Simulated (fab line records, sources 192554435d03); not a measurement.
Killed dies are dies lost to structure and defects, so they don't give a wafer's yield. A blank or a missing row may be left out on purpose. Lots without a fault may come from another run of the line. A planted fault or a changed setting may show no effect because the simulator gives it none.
Which tool did it? | flow n5_finfet | 13 lots, 39 wafers sampled, at 7 steps of a route of 1938

WHAT THE GAUGES READ, wafer by wafer
N5_DUMMY_GATE_CD_MEAS_24: target cd 15 nm. Usual: cd_nm 15.1 nm, standard deviation 0.41.
lot  | measured    | on        | cd_nm (nm)     | flag
L260 | day 3 11:31 | cd_sem-03 | 14.9 15.2 15.2 |
L261 | day 3 15:37 | cd_sem-03 | 15.3 14.7 15.1 |
L262 | day 3 15:53 | cd_sem-01 | 15.1 14.3 14.6 |
L264 | day 3 23:02 | cd_sem-01 | 14.6 14.8 15.6 |
L263 | day 4 03:03 | cd_sem-03 | 15.4 14.9 14.7 |
L266 | day 4 11:03 | cd_sem-01 | 15.4 15.0 14.7 |
L265 | day 4 12:45 | cd_sem-02 | 15.0 16.0 15.3 |
L267 | day 4 19:12 | cd_sem-02 | 15.0 15.0 15.2 |
L268 | day 5 01:38 | cd_sem-02 | 15.8 15.4 14.9 |
L275 | day 6 23:38 | cd_sem-02 | 15.2 14.9 15.5 |
L279 | day 7 21:28 | cd_sem-01 | 15.9 15.7 15.4 |
L281 | day 8 07:56 | cd_sem-03 | 15.3 15.0 15.5 |
L282 | day 8 13:17 | cd_sem-01 | 14.9 15.6 15.6 |

N5_SD_EPI_N_CD_MEAS_09: target cd 120 nm. Usual: cd_nm 120.1 nm, standard deviation 0.65.
lot  | measured    | on        | cd_nm (nm)        | flag
L260 | day 3 12:41 | cd_sem-02 | 121.1 120.3 119.8 |
L261 | day 3 16:53 | cd_sem-01 | 120.7 119.8 119.9 |
L262 | day 3 17:04 | cd_sem-02 | 120.3 121.4 121.2 |
L264 | day 4 00:20 | cd_sem-01 | 119.6 121.1 120.0 |
L263 | day 4 04:20 | cd_sem-01 | 121.2 120.1 120.4 |
L266 | day 4 12:14 | cd_sem-01 | 120.4 120.2 121.2 |
L265 | day 4 14:01 | cd_sem-02 | 120.6 119.8 119.9 |
L267 | day 4 20:30 | cd_sem-01 | 121.2 119.7 120.0 |
L268 | day 5 04:22 | cd_sem-01 | 120.6 120.6 122.1 |
L275 | day 7 01:00 | cd_sem-01 | 119.9 120.8 120.9 |
L279 | day 7 23:25 | cd_sem-02 | 119.6 120.5 118.5 |
L281 | day 8 09:14 | cd_sem-03 | 120.0 120.1 120.2 |
L282 | day 8 14:35 | cd_sem-01 | 120.1 119.9 119.5 |

N5_SD_EPI_N_EPI_MEAS_23. Usual: thk_nm 58.9 nm, standard deviation 1.1.
lot  | measured    | on            | thk_nm (nm)    | flag
L260 | day 3 16:10 | film_metro-01 | 56.8 60.4 58.1 |
L261 | day 3 20:22 | film_metro-02 | 58.2 58.0 59.3 |
L262 | day 3 20:34 | film_metro-02 | 56.8 57.1 60.5 |
L264 | day 4 03:49 | film_metro-01 | 60.2 59.9 59.0 |
L263 | day 4 07:49 | film_metro-01 | 56.5 58.8 59.3 |
L266 | day 4 16:24 | film_metro-01 | 61.1 57.8 58.7 |
L265 | day 4 17:30 | film_metro-02 | 57.4 58.5 57.0 |
L267 | day 5 00:21 | film_metro-01 | 59.8 59.5 60.2 |
L268 | day 5 08:14 | film_metro-01 | 57.6 58.9 59.7 |
L275 | day 7 05:16 | film_metro-01 | 0.5 58.0 2.6   | OFF
L279 | day 8 03:38 | film_metro-01 | 57.9 59.6 58.4 |
L281 | day 8 12:43 | film_metro-02 | 59.2 59.5 57.8 |
L282 | day 8 18:14 | film_metro-01 | 56.7 58.8 58.4 |

N5_BEOL_M4_RC_MEAS_101. Usual: DIBL_N 36.0 mV/V, standard deviation 1.7; DIBL_P 36.2 mV/V, standard deviation 1.9; IOFF_N 0.154 nA/um, standard deviation 0.028; IOFF_P 0.21 nA/um, standard deviation 0.036; ION_N 675 uA/um, standard deviation 11; ION_P 463 uA/um, standard deviation 8.3; SS_N 71.4 mV/dec, standard deviation 0.63; SS_P 73.2 mV/dec, standard deviation 0.55; VT_N 250.2 mV, standard deviation 3; VT_P -251 mV, standard deviation 3.7.
lot  | measured     | on        | DIBL_N (mV/V)  | DIBL_P (mV/V)  | IOFF_N (nA/um)    | IOFF_P (nA/um) | ION_N (uA/um) | ION_P (uA/um) | SS_N (mV/dec)  | SS_P (mV/dec)  | VT_N (mV)         | VT_P (mV)      | flag
L260 | day 9 00:48  | prober-02 | 37.5 34.2 36.4 | 37.4 33.4 35.8 | 0.178 0.133 0.157 | 0.29 0.23 0.26 | 673 672 666   | 469 475 468   | 71.7 70.0 71.2 | 73.6 73.3 73.5 | 248.0 251.1 253.0 | -242 -245 -243 |
L261 | day 9 05:26  | prober-01 | 35.0 38.3 39.0 | 33.2 38.5 38.7 | 0.116 0.186 0.196 | 0.17 0.26 0.26 | 670 688 700   | 455 474 477   | 71.2 72.9 72.4 | 73.0 73.9 73.9 | 252.2 245.6 245.2 | -252 -247 -246 |
L262 | day 13 19:13 | prober-01 | 34.5 36.8 37.0 | 35.1 38.3 39.3 | 0.143 0.181 0.202 | 0.19 0.23 0.26 | 664 683 688   | 458 470 469   | 71.8 71.7 72.3 | 73.2 74.0 73.5 | 250.0 249.0 244.7 | -254 -251 -247 |
L264 | day 10 23:41 | prober-02 | 37.7 38.0 34.4 | 38.6 38.8 34.9 | 0.180 0.185 0.128 | 0.23 0.23 0.17 | 685 679 671   | 477 467 462   | 71.5 72.4 71.1 | 73.7 73.4 72.3 | 249.5 246.9 252.7 | -247 -248 -250 |
L263 | day 11 04:26 | prober-02 | 32.7 35.9 36.7 | 32.2 34.8 36.0 | 0.103 0.140 0.152 | 0.16 0.19 0.20 | 668 672 678   | 463 457 458   | 70.7 70.7 70.6 | 72.2 73.0 73.6 | 255.7 251.5 250.0 | -256 -255 -251 |
L266 | day 12 00:50 | prober-02 | 34.7 35.7 35.7 | 35.6 36.4 36.5 | 0.134 0.155 0.146 | 0.18 0.20 0.19 | 666 679 674   | 460 461 465   | 71.4 71.4 71.2 | 72.7 72.8 72.5 | 252.2 248.9 249.6 | -252 -251 -251 |
L265 | day 11 22:34 | prober-01 | 38.5 34.9 37.2 | 40.8 36.2 39.1 | 0.191 0.124 0.178 | 0.23 0.17 0.20 | 689 654 700   | 469 455 465   | 71.7 71.2 71.2 | 73.7 73.0 74.1 | 247.8 255.7 246.3 | -248 -254 -252 |
L267 | day 12 05:21 | prober-01 | 36.9 35.5 36.7 | 37.4 35.5 36.4 | 0.154 0.126 0.142 | 0.20 0.18 0.18 | 673 660 670   | 455 455 455   | 71.7 72.1 71.4 | 73.4 72.6 73.1 | 252.1 252.8 250.3 | -252 -252 -254 |
L268 | day 12 12:19 | prober-01 | 32.5 35.8 33.1 | 32.9 37.7 34.8 | 0.102 0.158 0.113 | 0.15 0.21 0.17 | 657 673 662   | 452 465 463   | 70.8 71.1 70.6 | 71.7 73.0 72.3 | 255.7 249.3 252.1 | -254 -248 -254 |
L275 | day 13 22:12 | prober-02 | 36.9           | 37.0           | 0.160             | 0.25           | 669           | 465           | 71.2           | 73.9           | 245.8             | -246           |
L279 | day 15 04:00 | prober-01 | 35.2 33.8 36.6 | 32.4 32.5 35.7 | 0.128 0.107 0.150 | 0.17 0.17 0.22 | 662 669 673   | 459 462 466   | 70.8 70.2 71.1 | 72.1 72.8 72.9 | 256.1 258.0 251.3 | -253 -255 -248 |
L281 | day 15 06:41 | prober-02 | 37.4 37.1 34.3 | 39.0 37.7 34.6 | 0.203 0.182 0.134 | 0.29 0.27 0.21 | 690 676 668   | 476 471 466   | 71.6 71.2 70.7 | 74.1 73.0 72.8 | 243.0 246.8 252.2 | -243 -244 -243 |
L282 | day 15 08:19 | prober-01 | 36.7 37.2 36.0 | 35.6 37.2 34.8 | 0.158 0.174 0.164 | 0.24 0.26 0.23 | 666 677 686   | 465 471 477   | 71.5 71.2 71.5 | 73.4 73.7 73.0 | 252.7 247.7 248.4 | -247 -243 -247 |

WHICH TOOL RAN EACH LOT (tool, then ch and the chambers of the sampled wafers, then the start)
lot  | N5_SD_EPI_N_ETCH_35               | N5_SD_EPI_N_ETCHBACK_44           | N5_SD_EPI_N_ETCH_45
L260 | rie_diel-05 ch 1,3, day 3 12:52   | rie_diel-05 ch 1,3, day 3 13:11   | rie_diel-05 ch 1,3, day 3 13:17
L261 | rie_diel-01 ch 0,2, day 3 17:04   | rie_diel-01 ch 0,2, day 3 17:24   | rie_diel-01 ch 0,2, day 3 17:30
L262 | rie_diel-05 ch 0,1,3, day 3 17:16 | rie_diel-05 ch 0,1,3, day 3 17:35 | rie_diel-05 ch 0,1,3, day 3 17:41
L264 | rie_diel-05 ch 1,2,3, day 4 00:31 | rie_diel-05 ch 1,2,3, day 4 00:50 | rie_diel-05 ch 1,2,3, day 4 00:56
L263 | rie_diel-05 ch 0,1,2, day 4 04:30 | rie_diel-05 ch 0,1,2, day 4 04:50 | rie_diel-05 ch 0,1,2, day 4 04:56
L266 | rie_diel-01 ch 0,1, day 4 13:05   | rie_diel-01 ch 0,1, day 4 13:25   | rie_diel-01 ch 0,1, day 4 13:31
L265 | rie_diel-05 ch 2,3, day 4 14:12   | rie_diel-05 ch 2,3, day 4 14:32   | rie_diel-05 ch 2,3, day 4 14:38
L267 | rie_diel-05 ch 2,3, day 4 20:46   | rie_diel-05 ch 2,3, day 4 21:15   | rie_diel-05 ch 2,3, day 4 21:24
L268 | rie_diel-05 ch 0,3, day 5 04:35   | rie_diel-05 ch 0,3, day 5 05:04   | rie_diel-05 ch 0,3, day 5 05:13
L275 | rie_diel-01 ch 0,3, day 7 01:10   | rie_diel-01 ch 0,3, day 7 01:30   | rie_diel-01 ch 0,3, day 7 01:36
L279 | rie_diel-03 ch 0,1,2, day 7 23:35 | rie_diel-03 ch 0,1,2, day 7 23:55 | rie_diel-03 ch 0,1,2, day 8 00:01
L281 | rie_diel-03 ch 0,2,3, day 8 09:24 | rie_diel-03 ch 0,2,3, day 8 09:44 | rie_diel-03 ch 0,2,3, day 8 09:50
L282 | rie_diel-05 ch 0,1, day 8 14:53   | rie_diel-05 ch 0,1, day 8 15:13   | rie_diel-05 ch 0,1, day 8 15:19
- N5_SD_EPI_N_ETCH_35: etches SOC in N2/H2, overetch 108 nm, time 486 s.
- N5_SD_EPI_N_ETCHBACK_44: etches SiNx in CH3F/O2, stops on SiO2, target depth 14.5 nm.
- N5_SD_EPI_N_ETCH_45: etches SiOCN in CH3F/O2, target depth 6 nm.

WHAT THE TOOLS THEMSELVES READ (means of the sampled wafers that have a number; where no wafer has one, the mark that the record gives instead)
N5_SD_EPI_N_ETCH_35. Usual: drypump_motor_current_A 5.8 A, standard deviation 0.47; oes_product_au 0.71 a.u., standard deviation 0.077; rf_vpp_V 240.6 V, standard deviation 1.4; showerhead_plenum_p_Torr 2.53 Torr, standard deviation 0.094; throttle_valve_pct 23.69 %, standard deviation 0.27.
lot  | tool        | drypump_motor_current_A (A) | oes_product_au (a.u.) | rf_vpp_V (V) | showerhead_plenum_p_Torr (Torr) | throttle_valve_pct (%) | flag
L260 | rie_diel-05 | 6.0                         | 0.62                  | 240.5        | 2.49                            | 23.66                  |
L261 | rie_diel-01 | 5.7                         | 0.68                  | 242.0        | 2.58                            | 23.74                  |
L262 | rie_diel-05 | 5.7                         | 0.69                  | 240.6        | 2.52                            | 23.63                  |
L264 | rie_diel-05 | 5.8                         | 0.64                  | 240.6        | 2.55                            | 23.71                  |
L263 | rie_diel-05 | 5.7                         | 0.71                  | 241.1        | 2.57                            | 23.75                  |
L266 | rie_diel-01 | 6.3                         | 0.75                  | 240.0        | 2.46                            | 23.64                  |
L265 | rie_diel-05 | 5.6                         | 0.66                  | 240.9        | 2.60                            | 23.77                  |
L267 | rie_diel-05 | 5.6                         | 0.66                  | 241.2        | 2.60                            | 23.76                  |
L268 | rie_diel-05 | 5.4                         | 0.74                  | 240.3        | 2.56                            | 23.64                  |
L275 | rie_diel-01 | 5.5                         | 0.70                  | 238.1        | 2.36                            | 23.37                  |
L279 | rie_diel-03 | 6.4                         | 0.76                  | 241.0        | 2.55                            | 23.82                  |
L281 | rie_diel-03 | 6.1                         | 0.70                  | 241.4        | 2.55                            | 24.12                  |
L282 | rie_diel-05 | 5.9                         | 0.80                  | 240.6        | 2.50                            | 23.54                  |

N5_SD_EPI_N_ETCHBACK_44. Usual: CH3F_flow_sccm 29.98 sccm, standard deviation 0.082; drypump_motor_current_A 5.8 A, standard deviation 0.47; oes_f_703_au 0.81 a.u., standard deviation 0.09; oes_product_au 0.68 a.u., standard deviation 0.072; rf_vpp_V 295 V, standard deviation 4.8; showerhead_plenum_p_Torr 2.00 Torr, standard deviation 0.073; throttle_valve_pct 16.32 %, standard deviation 0.21.
lot  | tool        | CH3F_flow_sccm (sccm) | drypump_motor_current_A (A) | oes_f_703_au (a.u.) | oes_product_au (a.u.) | rf_vpp_V (V) | showerhead_plenum_p_Torr (Torr) | throttle_valve_pct (%) | flag
L260 | rie_diel-05 | 30.05                 | 6.0                         | 0.69                | 0.59                  | 296          | 1.97                            | 16.50                  |
L261 | rie_diel-01 | 29.98                 | 5.7                         | 0.75                | 0.66                  | 300          | 2.03                            | 16.40                  |
L262 | rie_diel-05 | 30.05                 | 5.7                         | 0.78                | 0.66                  | 294          | 2.00                            | 16.38                  |
L264 | rie_diel-05 | 29.95                 | 5.8                         | 0.73                | 0.62                  | 297          | 2.01                            | 16.45                  |
L263 | rie_diel-05 | 29.94                 | 5.7                         | 0.81                | 0.68                  | 295          | 2.04                            | 16.38                  |
L266 | rie_diel-01 | 29.99                 | 6.3                         | 0.83                | 0.71                  | 289          | 1.94                            | 16.22                  |
L265 | rie_diel-05 | 29.93                 | 5.6                         | 0.77                | 0.63                  | 296          | 2.05                            | 16.41                  |
L267 | rie_diel-05 | 29.90                 | 5.6                         | 0.76                | 0.62                  | 297          | 2.05                            | 16.41                  |
L268 | rie_diel-05 | 30.03                 | 5.4                         | 0.84                | 0.70                  | 293          | 2.03                            | 16.30                  |
L275 | rie_diel-01 | 29.99                 | 5.5                         | 0.78                | 0.65                  | 292          | 1.86                            | 16.24                  |
L279 | rie_diel-03 | 29.98                 | 6.4                         | 0.87                | 0.73                  | 293          | 2.01                            | 16.31                  |
L281 | rie_diel-03 | 29.97                 | 6.1                         | 0.80                | 0.68                  | 296          | 2.01                            | 16.59                  |
L282 | rie_diel-05 | 30.00                 | 5.9                         | 0.88                | 0.76                  | 294          | 1.99                            | 16.19                  |

N5_SD_EPI_N_ETCH_45. Usual: CH3F_flow_sccm 30.00 sccm, standard deviation 0.098; drypump_motor_current_A 5.8 A, standard deviation 0.47; oes_product_au 0.80 a.u., standard deviation 0.087; rf_vpp_V 127.5 V, standard deviation 1.1; showerhead_plenum_p_Torr 1.99 Torr, standard deviation 0.074; throttle_valve_pct 23.28 %, standard deviation 0.21.
lot  | tool        | CH3F_flow_sccm (sccm) | drypump_motor_current_A (A) | oes_product_au (a.u.) | rf_vpp_V (V) | showerhead_plenum_p_Torr (Torr) | throttle_valve_pct (%) | flag
L260 | rie_diel-05 | 30.06                 | 6.0                         | 0.69                  | 126.8        | 1.97                            | 23.34                  |
L261 | rie_diel-01 | 29.98                 | 5.7                         | 0.76                  | 127.9        | 2.02                            | 23.36                  |
L262 | rie_diel-05 | 29.96                 | 5.7                         | 0.77                  | 127.6        | 2.00                            | 23.32                  |
L264 | rie_diel-05 | 30.08                 | 5.8                         | 0.72                  | 127.8        | 2.01                            | 23.31                  |
L263 | rie_diel-05 | 29.98                 | 5.7                         | 0.80                  | 127.8        | 2.03                            | 23.32                  |
L266 | rie_diel-01 | 30.04                 | 6.3                         | 0.83                  | 125.7        | 1.93                            | 23.23                  |
L265 | rie_diel-05 | 29.95                 | 5.6                         | 0.75                  | 128.1        | 2.04                            | 23.28                  |
L267 | rie_diel-05 | 30.06                 | 5.6                         | 0.74                  | 128.5        | 2.04                            | 23.28                  |
L268 | rie_diel-05 | 29.97                 | 5.5                         | 0.75                  | 127.8        | 2.00                            | 23.28                  |
L275 | rie_diel-01 | 30.05                 | 5.5                         | 0.47                  | 126.9        | 1.85                            | 23.10                  | OFF
L279 | rie_diel-03 | 30.04                 | 6.4                         | 0.85                  | 127.3        | 2.00                            | 23.33                  |
L281 | rie_diel-03 | 30.07                 | 6.1                         | 0.79                  | 128.0        | 2.01                            | 23.61                  |
L282 | rie_diel-05 | 30.03                 | 5.9                         | 0.90                  | 128.1        | 1.99                            | 23.21                  |

THE ANSWER, worked out from the rows above alone
Rule: a lot is off if the mean of its wafers that have a number lies more than 3 standard deviations from the usual mean. A lot without any number at a reading at which 4 lots or more have one is off too. The other lots that the step has rows for count as sound. The gauges are gone through in route order, then the tools' own readings, and for those a lot's mean is taken as printed above. The first step at which some lot is off is used, and at that step the reading that is off furthest; a lot without a number counts as furthest.
Off: L275, at N5_SD_EPI_N_EPI_MEAS_23 (thk_nm).
A tool fits if, at a process step before that reading, it ran every lot that is off, and no sound lot after the first of them. The gauges at N5_SD_EPI_N_EPI_MEAS_23 aren't tried: what is off there is off at N5_SD_EPI_N_ETCH_45 too, on other tools, and a gauge's error can't cause that. One fits: rie_diel-01 at N5_SD_EPI_N_ETCH_35 and N5_SD_EPI_N_ETCHBACK_44 and N5_SD_EPI_N_ETCH_45. At N5_SD_EPI_N_ETCH_35 its last sound lot is L266 (day 4 13:05), its first lot that is off L275 (day 7 01:10): a fault that began between those two fits.
The tool's own readings at N5_SD_EPI_N_ETCH_35 bear it out: on the lots that are off they differ by more than 5 times the standard deviation of the sound lots' means. rf_vpp_V reads 238.1 V there against 240.8 V on the sound lots.

WHAT THE SIMULATOR HAD PUT IN
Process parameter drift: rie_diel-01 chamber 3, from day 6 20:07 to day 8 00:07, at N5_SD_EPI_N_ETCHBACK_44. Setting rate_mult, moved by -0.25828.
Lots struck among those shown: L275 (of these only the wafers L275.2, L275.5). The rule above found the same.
